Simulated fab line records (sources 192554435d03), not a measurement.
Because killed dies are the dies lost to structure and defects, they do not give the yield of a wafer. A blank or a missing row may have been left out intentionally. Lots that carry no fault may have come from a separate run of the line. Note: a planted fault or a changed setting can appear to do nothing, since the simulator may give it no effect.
A struck lot beside a sound one :: flow n5_finfet :: 14 out of 1938 route steps
Sound: the wafers L436.1, L436.3, L436.5. Struck: wafer L441.3 (left out: L441.1, a lot-mate that was not struck); the cause follows at the end.
Order at every step that has rows: each side's tool, ch and its chambers, its first start. Under that, the readings that differ: sound wafers :: struck wafers :: difference of the means :: sigmas: that difference in standard deviations of wafers without a fault.
alike: readings whose means differ by less than 2 such deviations, and words and numbers that are the same on both sides. not compared: withheld readings, readings that some wafer has no value for, bounds like >300 that may hide the same value, and numbers for which the record gives no deviation and whose values overlap.
A row with sigmas, a row that says differs or no value, or rows on one side alone: a step with any of these is where the two part. When numbers do not overlap yet have no deviation, they are printed without sigmas and do not part them. A reading missing from all wafers of one side parts the sides only when that side holds two or more wafers.

first, 1 step without rows for these wafers: N5_SD_EPI_P_DEVELOP_08 (develop time 30 s).
N5_SD_EPI_P_CD_MEAS_09: target cd 240 nm.
  sound on cd_sem-01 ch 0, day 4 22:25; struck on cd_sem-01 ch 0, day 6 08:34
  alike: cd_nm
N5_SD_EPI_P_OVL_MEAS_10:
  sound on overlay-01 ch 0, day 4 22:26; struck on overlay-02 ch 0, day 6 08:35
  alike: SD_P_BLK_OVL
N5_SD_EPI_P_INSPECT_11: inspects for defects (macro).
  sound on defect_inspect-02, day 4 22:28; struck on defect_inspect-02, day 6 08:37
  alike: raw_defect_count
then, 1 step without rows for these wafers: N5_SD_EPI_P_DESCUM_14 (chemistry O2, time 7.9 s).
N5_SD_EPI_P_ETCH_36: etches SiARC in CF4, target depth 45.5 nm, time 75.8 s.
  sound on rie_diel-02 ch 1,2, day 4 22:32; struck on rie_diel-04 ch 1, day 6 09:02
reading: drypump_motor_current_A (A)
sound: 6.4 6.5 6.4
struck: 5.1
difference: -1.3
sigmas: -2
  alike: etch_rf_on_time_s, oes_product_au, rf_vpp_V, showerhead_plenum_p_Torr, throttle_valve_pct
  not compared: rf_hours_counter_h
N5_SD_EPI_P_ETCH_37: etches SOC in N2/H2, overetch 108 nm, time 486 s.
  sound on rie_diel-02 ch 1,2, day 4 22:35; struck on rie_diel-04 ch 1, day 6 09:05
reading: drypump_motor_current_A (A)
sound: 6.4 6.5 6.4
struck: 5.1
difference: -1.3
sigmas: -2
  alike: oes_product_au, rf_vpp_V, showerhead_plenum_p_Torr, throttle_valve_pct
  not compared: rf_hours_counter_h
then, 1 step without rows for these wafers: N5_SD_EPI_P_STRIP_38 (strips in N2/H2).
N5_SD_EPI_P_ETCHBACK_46: etches SiNx in CH3F/O2, stops on SiO2, target depth 17.5 nm.
  sound on rie_diel-02 ch 1,2, day 4 22:55; struck on rie_diel-04 ch 1, day 6 09:25
reading: drypump_motor_current_A (A)
sound: 6.4 6.5 6.4
struck: 5.1
difference: -1.3
sigmas: -2
  alike: oes_product_au, rf_vpp_V, showerhead_plenum_p_Torr, throttle_valve_pct
  not compared: rf_hours_counter_h
N5_SD_EPI_P_ETCH_47: etches SiOCN in CH3F/O2, target depth 25 nm.
  sound on rie_diel-02 ch 1,2, day 4 23:01; struck on rie_diel-04 ch 1, day 6 09:31
reading: drypump_motor_current_A (A)
sound: 6.4 6.5 6.4
struck: 5.1
difference: -1.3
sigmas: -2
  alike: oes_product_au, rf_vpp_V, showerhead_plenum_p_Torr, throttle_valve_pct
  not compared: rf_hours_counter_h
N5_SD_EPI_P_ETCH_16: etches SiO2 in CHF3/O2, target depth 5 nm.
  sound on rie_diel-02 ch 1,2, day 4 23:07; struck on rie_diel-04 ch 1, day 6 09:37
reading: drypump_motor_current_A (A)
sound: 6.4 6.5 6.4
struck: 5.1
difference: -1.3
sigmas: -2
  alike: CHF3_flow_sccm, oes_product_au, rf_vpp_V, showerhead_plenum_p_Torr, throttle_valve_pct
  not compared: rf_hours_counter_h
then, 1 step without rows for these wafers: N5_SD_EPI_P_STRIP_50 (strips in CHF3/O2).
N5_SD_EPI_P_SD_RECESS_17: chemistry HBr/Cl2/O2, target depth 39.1 nm, bt time 3 s.
  sound on rie_si-03 ch 1,2, day 4 23:11; struck on rie_si-06 ch 2, day 6 09:41
reading: model.SD_EPI_P.feature_depth_nm (nm)
sound: 39 39 39
struck: 24.4
difference: -14.6
sigmas: 

reading: model.etch.depth_nm (nm)
sound: 39.09 38.95 38.99
struck: 24.44
difference: -14.57
sigmas: 
  alike: drypump_motor_current_A, mfc_cl2_sccm, oes_product_au, throttle_valve_pct
  not compared: rf_hours_counter_h
then, 1 step without rows for these wafers: N5_SD_EPI_P_WET_ETCH_45 (etches SiO2 in dHF, time 10.7 s, target depth 2 nm, rinse time 30 s).

WHERE THEY PART
Last at N5_SD_EPI_P_ETCH_16 as far as this record goes, first at N5_SD_EPI_P_ETCH_36. Later steps at which nothing parts them and some readings are alike: N5_SD_EPI_P_SD_RECESS_17.

WHY: what the simulator had put in
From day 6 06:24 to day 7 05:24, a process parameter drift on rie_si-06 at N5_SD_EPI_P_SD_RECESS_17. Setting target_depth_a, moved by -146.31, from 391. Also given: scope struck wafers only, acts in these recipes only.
